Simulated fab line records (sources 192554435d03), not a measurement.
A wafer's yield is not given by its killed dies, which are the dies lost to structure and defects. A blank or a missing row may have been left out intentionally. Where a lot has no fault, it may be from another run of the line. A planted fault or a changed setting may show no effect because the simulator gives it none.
fab line records ; flow n5_finfet
[record] lots = 4; wafers = 12; last_day = 16
route steps=1938 shown BEOL_M4@1105 BEOL_M5@1112 PASSIVATION@1936
lots that met no fault: taken from a fault-free run of the same line
start_h: the number of hours between the record's first day and the start of the first shown wafer of the lot ; wait_h: time in hours since the lot's previous step ; " unchanged from the row above ; L1.1+2: one row covering several wafers at once ; - no value present, or no start provided ; * or withheld: withheld ; < > ~ a bound
route shown NAME@n: names a module that has steps shown in the file, with the first one's number in the route ; usual: the fault-free wafers' mean and standard deviation ; same: alike in all rows ; chamber/n: place in a boat ; sites: each site's reading ; _std_site: standard deviation across them ; _edge_site: the outer-site mean with the inner-site mean subtracted ; radius_mm: for every site, how far away it sits from the centre of the wafer ; mask NAME#n: copy n ; behind: the tool/chamber that last shaped the wafer ; hold: why the lot was held/for how many hours/how that ended ; device: whichever transistor did not switch (one of n, p or np) ; end of line: tests run on the same wafers once the route is complete ; a step with no rows: only its recipe ; killed: at the first sort, the dies lost to defects and structure; wafer yield is something else ; map: the dies of a wafer, with x for killed, . for not killed, _ for no die there
set.NAME: the setting the step ran with; set.NAME@STEP: the setting that earlier step ran with ; model.NAME: the simulator's own value behind a step, which no gauge read
lots at some steps of the route; a table a step, a row a wafer
services: the hour from which a tool's chamber was out of use, counted from the record's first day as start_h (under 0 if before that day), plus the number of hours and why
[[steps]]
[step N5_BEOL_M4_PRE_CLEAN_60]
[recipe] gas = NH3/H2; time_s = 15; temp_c = *; rf_power_w = 300
[step N5_BEOL_M4_CO_CAP_55]
[recipe] material = Co; target_thk_a = 20; temp_c = 200; precursor = CCTBA/H2; pressure_torr = 30; time_s = 102.1
[step N5_BEOL_M4_PRE_CLEAN_56]
[recipe] gas = NH3; time_s = 15; temp_c = withheld; rf_power_w = 300
[step N5_BEOL_M4_DEP_57]
[recipe] material = SiCN; target_thk_a = 80; temp_c = withheld; precursor = 3MS/NH3; pressure_torr = 3; rf_w = 202; time_s = 14
[step N5_BEOL_M5_ILD_DEP_00]
[recipe] material = SiCOH_lowk; target_thk_a = 1406.4; temp_c = 300; precursor = DEMS/porogen; pressure_torr = 5; rf_w = 500; time_s = 25.9
[step N5_BEOL_M5_CURE_79]
[recipe] temp_c = 385; time_s = 240; ambient = He/Ar; material = SiCOH_lowk
[step N5_BEOL_M5_PECVD_70]
[recipe] material = SiO2; target_thk_a = 160; temp_c = 400; precursor = TEOS/O2; pressure_torr = 5.5; rf_w = 450; teos_flow_sccm = 53.8; gas = O2; flow_sccm = 3000; time_s = 18
[step N5_BEOL_M5_HM_DEP_02]
[recipe] material = TiN; target_thk_a = 200; temp_c = 25; chamber_pressure_pa = 0.49996
[usual] throttle_valve_pct = 29.7/0.97
lot.wafer;tool;chamber;start_h;wait_h;throttle_valve_pct;model.TiN_of_BEOL_M5_HM_DEP_02.thk_nm
L690.1;pvd_sputter-03;-;177.38;0.3;31.6;19.6
L690.3;pvd_sputter-03;-;177.38;0.3;28.1;19.4
L690.4;pvd_sputter-03;-;177.38;0.3;29.4;19.4
L700.1;pvd_sputter-02;-;247.89;2.7;29.0;20
L700.2;pvd_sputter-02;-;247.89;2.7;30.1;20.2
L700.4;pvd_sputter-02;-;247.89;2.7;29.0;20.2
L703.3;pvd_sputter-02;-;265.01;1.5;29.3;25.6
L703.5;pvd_sputter-02;-;265.01;1.5;29.2;25.6
L703.6;pvd_sputter-02;-;265.01;1.5;29.2;20
L707.1;pvd_sputter-02;-;276.32;0.3;30.4;20.2
L707.5;pvd_sputter-02;-;276.32;0.3;29.4;25.8
L707.6;pvd_sputter-02;-;276.32;0.3;29.4;20
[step N5_BEOL_M5_COAT_59]
[recipe] resist = SOC; temp_c = 250; time_s = 60; spin_rpm = 1500; resist_thk_nm = 60
[step N5_BEOL_M5_COAT_60]
[recipe] resist = SiARC; temp_c = 220; time_s = 60; spin_rpm = 1500; resist_thk_nm = 12
[step N5_BEOL_M5_COAT_71]
[recipe] resist = underlayer; temp_c = 205; time_s = 60; spin_rpm = 1500; resist_thk_nm = 5
[step N5_BEOL_M5_COAT_05]
[recipe] resist = CAR-EUV; spin_rpm = 1500; resist_thk_nm = 30
[step N5_BEOL_M5_EBR_07]
[recipe] solvent = PGMEA; ebr_width_mm = 1.5
[step N5_BEOL_M5_SOFTBAKE_06]
[recipe] temp_c = 110; time_s = 60; resist = CAR-EUV
[step N5_BEOL_M5_EXPOSE_08]
[recipe] mask_id = M5; na = 0.33; source_shape = annular; sigma_inner = 0.4; sigma_outer = 0.8; polarization = unpolarized; target_cd_nm = 28; dose_mj = 35.75
[step N5_BEOL_M5_PEB_09]
[recipe] peb_temp_c = 100; peb_time_s = 60; resist = CAR-EUV
[step N5_BEOL_M5_DEVELOP_10]
[recipe] develop_time_s = 30; developer = TMAH; resist = CAR-EUV; rinse_liquid = surfactant_rinse; dry = air_spin; dev_temp_c = 23
[step N5_BEOL_M5_DESCUM_16]
[recipe] chemistry = O2; time_s = 7; source_power_w = 50; bias_power_w = 20; pressure_mtorr = 20; rf_frequency_hz = 2.712e+07; temp_c = 40; resist = CAR-EUV; o2_flow_sccm = 225
[step N5_BEOL_M5_ETCH_72]
[recipe] chemistry = N2/H2; target = underlayer; target_depth_a = 65; mask_material = CAR-EUV; time_s = 5.2; ion_energy_ev = 200; pressure_mtorr = 30; source_w = 840; bias_w = 150; n2_flow_sccm = 200; h2_flow_sccm = 200; ends = cleared
[step N5_BEOL_M5_ETCH_61]
[recipe] chemistry = CF4; target = SiARC; target_depth_a = 156; mask_material = CAR-EUV; time_s = 26; ion_energy_ev = 80; pressure_mtorr = 40; source_w = 545; bias_w = 36; Ar_flow_sccm = 100; cf4_flow_sccm = 100; ends = cleared
[step N5_BEOL_M5_ETCH_62]
[recipe] chemistry = N2/H2; target = SOC; target_depth_a = 750; overetch_a = 150; mask_material = SiARC; temp_c = 40; time_s = 112.5; ion_energy_ev = 200; pressure_mtorr = 30; source_w = 840; bias_w = 150; n2_flow_sccm = 200; h2_flow_sccm = 200
[step N5_BEOL_M5_STRIP_63]
[recipe] chemistry = N2/H2; temp_c = 40; n2_flow_sccm = 200; h2_flow_sccm = 200; rf_frequency_hz = 6e+07
[step N5_BEOL_M5_STRIP_73]
[recipe] chemistry = N2/H2; temp_c = 40; n2_flow_sccm = 200; h2_flow_sccm = 200; rf_frequency_hz = 6e+07
[step N5_BEOL_M5_STRIP_64]
[recipe] chemistry = CF4; resist = SiARC; power_w = 300; bias_power_w = 75; pressure_mtorr = 50; cf4_flow_sccm = 150; rf_frequency_hz = 6e+07
[step N5_BEOL_M5_HM_OPEN_17]
[recipe] chemistry = Cl2/BCl3; target_depth_a = 200; overetch_a = 60; target = TiN; mask_material = SOC; ion_energy_ev = 150; pressure_mtorr = 10; icp_w = 1000; bias_w = 126; Cl2_flow_sccm = 53.25; bcl3_flow_sccm = 21.75; Ar_flow_sccm = 25
[usual] drypump_motor_current_A = 5.8/0.39; oes_product_au = 0.64/0.044; throttle_valve_pct = 22.39/0.094
lot.wafer;tool;chamber;start_h;wait_h;drypump_motor_current_A;oes_product_au;rf_hours_counter_h;throttle_valve_pct;model.etch.depth_nm
L690.1;rie_metal-03;1;178.27;0.0;6.1;0.66;45;22.44;19.68
L690.3;rie_metal-03;1;178.27;0.0;6.0;0.65;-;22.44;19.33
L690.4;rie_metal-03;0;178.27;0.0;6.4;0.56;-;22.36;19.49
L700.1;rie_metal-01;1;248.78;0.0;6.2;0.67;38;22.43;19.97
L700.2;rie_metal-01;0;248.78;0.0;5.5;0.62;58;22.41;20.23
L700.4;rie_metal-01;1;248.78;0.0;6.2;0.68;-;22.43;20.25
L703.3;rie_metal-01;1;265.80;0.1;6.2;0.77;-;22.26;25.69
L703.5;rie_metal-01;0;265.80;0.1;5.4;0.71;-;22.26;25.66
L703.6;rie_metal-01;1;265.80;0.1;6.2;0.66;-;22.44;20.01
L707.1;rie_metal-03;0;277.24;0.0;6.4;0.56;107;22.35;20.2
L707.5;rie_metal-03;0;277.24;0.0;6.4;0.64;-;22.17;25.79
L707.6;rie_metal-03;1;277.24;0.0;6.0;0.64;-;22.43;19.96
[step N5_BEOL_M5_STRIP_19]
[recipe] chemistry = O2; power_w = 400; temp_c = 40; pressure_mtorr = 30; rf_frequency_hz = 6e+07; bias_power_w = 0; overash_fraction = 0.2; o2_flow_sccm = 225
[step N5_BEOL_M5_COAT_65]
[recipe] resist = SOC; temp_c = 250; time_s = 60; spin_rpm = 1500; resist_thk_nm = 60
[step N5_BEOL_M5_COAT_66]
[recipe] resist = SiARC; temp_c = 220; time_s = 60; spin_rpm = 1500; resist_thk_nm = 12
[step N5_BEOL_M5_COAT_74]
[recipe] resist = underlayer; temp_c = 205; time_s = 60; spin_rpm = 1500; resist_thk_nm = 5
[step N5_BEOL_M5_COAT_22]
[recipe] resist = CAR-EUV; spin_rpm = 1500; resist_thk_nm = 30
[step N5_BEOL_M5_EBR_24]
[recipe] solvent = PGMEA; ebr_width_mm = 1.5
[step N5_BEOL_M5_SOFTBAKE_23]
[recipe] temp_c = 110; time_s = 60; resist = CAR-EUV
[step N5_BEOL_M5_EXPOSE_25]
[recipe] mask_id = V4; na = 0.33; source_shape = quasar; sigma_inner = 0.2; sigma_outer = 0.6; polarization = unpolarized; defocus_nm = 10; dose_mj = 52.75
[step N5_BEOL_M5_TRENCH_ETCH_37]
[recipe] chemistry = C4F6/O2; target_depth_a = 716.52; target = SiCOH_lowk; time_s = 24.7; ion_energy_ev = 250; pressure_mtorr = 30; source_w = 345; bias_w = 185; Ar_flow_sccm = 300; C4F6_flow_sccm = 10; O2_flow_sccm = 10
[usual] drypump_motor_current_A = 5.9/0.4; oes_o_777_au = 0.77/0.094; oes_product_au = 0.76/0.093; rf_vpp_V = 664/11; showerhead_plenum_p_Torr = 2.84/0.11; throttle_valve_pct = 20.97/0.29
[same] time_s = 24.7
lot.wafer;tool;chamber;start_h;wait_h;drypump_motor_current_A;oes_o_777_au;oes_product_au;rf_hours_counter_h;rf_vpp_V;showerhead_plenum_p_Torr;throttle_valve_pct;model.TiN_of_BEOL_M5_HM_DEP_02.thk_nm
L690.1;rie_diel-05;2;-;-;6.2;0.70;0.70;227;676;2.70;20.64;17.6
L690.3;rie_diel-05;3;-;-;6.1;0.71;0.69;210;686;2.94;21.12;17.2
L690.4;rie_diel-05;1;-;-;6.0;0.76;0.74;174;658;2.84;20.76;17.4
L700.1;rie_diel-06;1;-;-;5.2;0.72;0.69;247;658;2.78;20.65;18
L700.2;rie_diel-06;0;-;-;5.7;0.72;0.73;178;654;2.85;21.14;18.2
L700.4;rie_diel-06;2;-;-;5.6;0.79;0.78;153;655;2.63;21.06;18.2
L703.3;rie_diel-05;0;-;-;6.5;0.92;0.91;20;661;3.00;21.03;23.6
L703.5;rie_diel-05;1;-;-;6.0;0.74;0.73;-;656;2.83;20.80;23.6
L703.6;rie_diel-05;0;-;-;6.4;0.92;0.91;-;662;3.00;21.04;17.8
L707.1;rie_diel-05;0;-;-;6.5;0.92;0.90;23;662;3.00;21.06;18
L707.5;rie_diel-05;1;-;-;6.1;0.74;0.73;-;657;2.83;20.80;23.6
L707.6;rie_diel-05;2;-;-;6.2;0.99;1.00;-;689;3.03;20.40;17.8
[step N5_PASSIVATION_PROBE_49]
[usual] defect_limited_yield = 91.4/1.5; killed_at_M0_to_M3 = 32/9.8; killed_at_M4_up = 15/5.6; killed_at_contacts = 12/5.4; killed_at_front_end = 40/13; killed_at_other = 3.0/2.1; killed_dies = 102/17; killed_open = 67/13; killed_short = 32/7.1; sort_bin_5_function = 5.1/0.96; sort_bin_6_memory = 3.2/0.7; sort_n_pass = 1078/18; sort_yield_pct = 91.3/1.5
[same] gross_dies = 1180; killed_at_back_side = 0; sort_bin_4_leakage[%] = 0; sort_bin_8_speed[%] = 0
lot.wafer;tool;chamber;start_h;wait_h;defect_limited_yield[%];killed_at_M0_to_M3;killed_at_M4_up;killed_at_contacts;killed_at_front_end;killed_at_other;killed_dies;killed_open;killed_short;sort_bin_5_function[%];sort_bin_6_memory[%];sort_n_pass;sort_yield_pct[%]
L703.3;prober-01;-;375.81;0.1;91.4;37;19;7;37;2;102;63;33;4.2;4.1;1078;91.4
L703.5;prober-01;-;375.91;0.2;89.9;37;21;3;57;1;119;72;42;6.6;3.0;1061;89.9
// killed by level:class
L703.3 FIN_SAQP:geometric_particle:open=11 BEOL_M0_SAQP:geometric_particle:open=11 BEOL_M3:geometric_particle:open=8 FIN_SAQP:geometric_particle:short=7 BEOL_M0_SAQP:geometric_particle:short=6 BEOL_M1:geometric_particle:open=6 GATE_CUT:geometric_particle:short=5 MOL_CONTACT_COAG:geometric_particle:open=5
L703.5 FIN_SAQP:geometric_particle:open=12 GATE_CUT:geometric_particle:short=10 BEOL_M3:geometric_particle:open=9 STI_FIN_REVEAL:geometric_particle:open=7 FIN_SAQP:geometric_particle:short=6 BEOL_M5:geometric_particle:open=6 BEOL_M0_SAQP:geometric_particle:open=6 STARTING-WAFER:geometric_particle:short=5
[[services]]
tool;chamber;start_h;hours;kind
rie_metal-01;-;154.78;0.8;repair
rie_diel-06;0;190.33;6.5;repair
rie_diel-05;0;192.88;-;clean
rie_diel-05;0;192.88;-;consumable_replace:focus_ring
rie_diel-05;0;192.88;-;consumable_replace:showerhead
rie_diel-05;0;192.88;15.2;scheduled_down
rie_diel-05;0;192.88;15.2;vent_cycle
rie_diel-06;2;195.78;28.7;repair
rie_metal-03;-;196.00;0.4;repair
rie_diel-05;1;197.55;24.1;repair
pvd_sputter-02;-;200.34;4.0;repair
rie_metal-03;1;230.89;8.2;repair
rie_diel-05;1;244.64;5.5;repair
rie_diel-05;2;250.16;-;clean
rie_diel-05;2;250.16;-;consumable_replace:focus_ring
rie_diel-05;2;250.16;-;consumable_replace:showerhead
rie_diel-05;2;250.16;21.8;scheduled_down
rie_diel-05;2;250.16;21.8;vent_cycle
rie_metal-03;-;256.46;0.2;repair
rie_diel-06;1;259.30;-;clean
rie_diel-06;1;259.30;-;consumable_replace:focus_ring
rie_diel-06;1;259.30;16.3;scheduled_down
rie_diel-06;1;259.30;16.3;vent_cycle
[[key]]
first_sign none at tools or gauges
[model_effect] step = N5_BEOL_M5_HM_DEP_02; value = TiN_of_BEOL_M5_HM_DEP_02.thk_nm; without = 19.87; struck = 25.67
[model_effect] step = N5_BEOL_M5_HM_OPEN_17; value = etch.depth_nm; without = 19.89; struck = 25.71
[model_effect] step = N5_BEOL_M5_TRENCH_ETCH_37; value = TiN_of_BEOL_M5_HM_DEP_02.thk_nm; without = 17.73; struck = 23.6
met_at N5_BEOL_M5_HM_DEP_02
struck_wafers L703.3,L703.5,L707.5
onset_between 247.89 265.01
[fault] kind = process_parameter_drift; tool = pvd_sputter-02; chamber = -; onset_h = 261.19; steps = N5_BEOL_M5_HM_DEP_02; channel = target_thk_a; offset = *; shape = step; end_h = 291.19; scope = struck_wafers_only; acts_in = *; stated = *
